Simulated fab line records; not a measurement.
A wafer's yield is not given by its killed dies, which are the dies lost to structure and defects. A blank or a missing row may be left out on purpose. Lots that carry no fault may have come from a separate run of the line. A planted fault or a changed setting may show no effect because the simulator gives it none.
Check for tools in common | flow nandHarc | Lots sampled 4, wafers sampled 12

## WHY THIS WAS OPENED
Flagged at NHARC_END_SORT_01: reading killedAtArray, on 2 of 4 lots. No-fault wafers: 29, standard deviation 10.
Rule: a lot gets a flag if all its wafers with a number sit over 4 standard deviations from that mean, or if no wafer of it has a number. The other lots count as sound.

lot  | measured     | on        | killedAtArray, wafer by wafer | flag
L236 | day 19 21:18 | prober-02 | 27 27 28                      | 
L240 | day 21 18:52 | prober-01 | 25 25 31                      | 
L245 | day 23 22:22 | prober-01 | 657 651 661                   | FLAGGED
L255 | day 25 07:47 | prober-01 | 640 660 666                   | FLAGGED
On average the flagged lots' numbers are 656, which is +627 against the usual, or +63 standard deviations.

## LOT BY LOT: THE TOOL USED
4 process steps preceding the reading are held in the record, out of 1159 steps in the route. Cell contents, in order: the tool; ch with the chambers the sampled wafers went through; the start.
lot  | flag    | NHARC_A_STAIRCASE_TRIM_202                 | NHARC_A_STAIRCASE_ETCH_225                   | NHARC_A_STAIRCASE_ETCH_234                   | NHARC_A_STAIRCASE_TRIM_235
L236 |         | rieDiel-01 ch 1,2, day 12 03:36 or earlier | rieDiel-01 ch 1,2, day 12 03:36 or earlier   | rieDiel-02 ch 1,3, day 12 03:36 or earlier   | rieDiel-02 ch 1,2,3, day 12 03:36
L240 |         | rieDiel-06 ch 0,2, day 13 02:10 or earlier | rieDiel-02 ch 1,2,3, day 13 02:10 or earlier | rieDiel-06 ch 0,1,2, day 13 02:10 or earlier | rieDiel-06 ch 0,1,2, day 13 02:10
L245 | FLAGGED | rieDiel-01 ch 2,3, day 15 00:54 or earlier | rieDiel-01 ch 2,3, day 15 00:54 or earlier   | rieDiel-06 ch 0,2,3, day 15 00:54 or earlier | rieDiel-06 ch 2,3, day 15 00:54
L255 | FLAGGED | rieDiel-06 ch 0,1,3, day 16 10:28          | rieDiel-06 ch 0,1, day 16 15:14 or earlier   | rieDiel-06 ch 2,3, day 16 15:14 or earlier   | rieDiel-06 ch 1,2,3, day 16 15:14
What these steps do:
- NHARC_A_STAIRCASE_TRIM_202: chemistry O2, time 211.2 s.
- NHARC_A_STAIRCASE_ETCH_225: etches the open film in C4F8/O2, target depth 100 nm, time 40.5 s.
- NHARC_A_STAIRCASE_ETCH_234: etches the open film in C4F8/O2, target depth 100 nm, time 40.5 s.
- NHARC_A_STAIRCASE_TRIM_235: chemistry O2, time 211.2 s.
- NHARC_END_SORT_01

## FLAGGED OVER TOTAL, TOOL BY TOOL (the gauges that took the reading come last)
step                       | tool       | lots run | flagged | share of the flagged lots | sound lots run after its first flagged lot
NHARC_A_STAIRCASE_TRIM_202 | rieDiel-01 | 2        | 1       | some                      | 0
NHARC_A_STAIRCASE_TRIM_202 | rieDiel-06 | 2        | 1       | some                      | 0
NHARC_A_STAIRCASE_ETCH_225 | rieDiel-01 | 2        | 1       | some                      | 0
NHARC_A_STAIRCASE_ETCH_225 | rieDiel-02 | 1        | 0       | none                      | -
NHARC_A_STAIRCASE_ETCH_225 | rieDiel-06 | 1        | 1       | some                      | 0
NHARC_A_STAIRCASE_ETCH_234 | rieDiel-02 | 1        | 0       | none                      | -
NHARC_A_STAIRCASE_ETCH_234 | rieDiel-06 | 3        | 2       | all                       | 0
NHARC_A_STAIRCASE_TRIM_235 | rieDiel-02 | 1        | 0       | none                      | -
NHARC_A_STAIRCASE_TRIM_235 | rieDiel-06 | 3        | 2       | all                       | 0
NHARC_END_SORT_01          | prober-01  | 3        | 2       | all                       | 0
NHARC_END_SORT_01          | prober-02  | 1        | 0       | none                      | -
With no start given for some of its lots, NHARC_A_STAIRCASE_TRIM_202 uses the hours and lot order of NHARC_A_STAIRCASE_TRIM_235. With no start given for some of its lots, NHARC_A_STAIRCASE_ETCH_225 uses the hours and lot order of NHARC_A_STAIRCASE_TRIM_235. With no start given for some of its lots, NHARC_A_STAIRCASE_ETCH_234 uses the hours and lot order of NHARC_A_STAIRCASE_TRIM_235.

## WHAT THE TABLE ALLOWS
Rows of the table that ran every flagged lot, 3 in all: rieDiel-06 at NHARC_A_STAIRCASE_ETCH_234, rieDiel-06 at NHARC_A_STAIRCASE_TRIM_235, prober-01 at NHARC_END_SORT_01.
- rieDiel-06 at NHARC_A_STAIRCASE_ETCH_234 ran 3 lots, 2 of them flagged. A fault beginning between L240 (day 13 02:10), its last sound lot, and L245 (day 15 00:54), its first flagged one, fits the data.
- rieDiel-06 at NHARC_A_STAIRCASE_TRIM_235 ran 3 lots, 2 of them flagged. A fault beginning between L240 (day 13 02:10), its last sound lot, and L245 (day 15 00:54), its first flagged one, fits the data. Its own readings lie more than 4 standard deviations out on every wafer of the flagged lots: oesProductAu.
- prober-01 at NHARC_END_SORT_01 ran 3 lots, 2 of them flagged. A fault beginning between L240 (day 21 18:52), its last sound lot, and L245 (day 23 22:22), its first flagged one, fits the data.
A lot count leaves these 2 tools indistinguishable: every one of them fits a fault beginning at some hour. More lots, or a look at what each step does to the wafer, might.

## WHAT WAS PUT IN BY THE SIMULATOR
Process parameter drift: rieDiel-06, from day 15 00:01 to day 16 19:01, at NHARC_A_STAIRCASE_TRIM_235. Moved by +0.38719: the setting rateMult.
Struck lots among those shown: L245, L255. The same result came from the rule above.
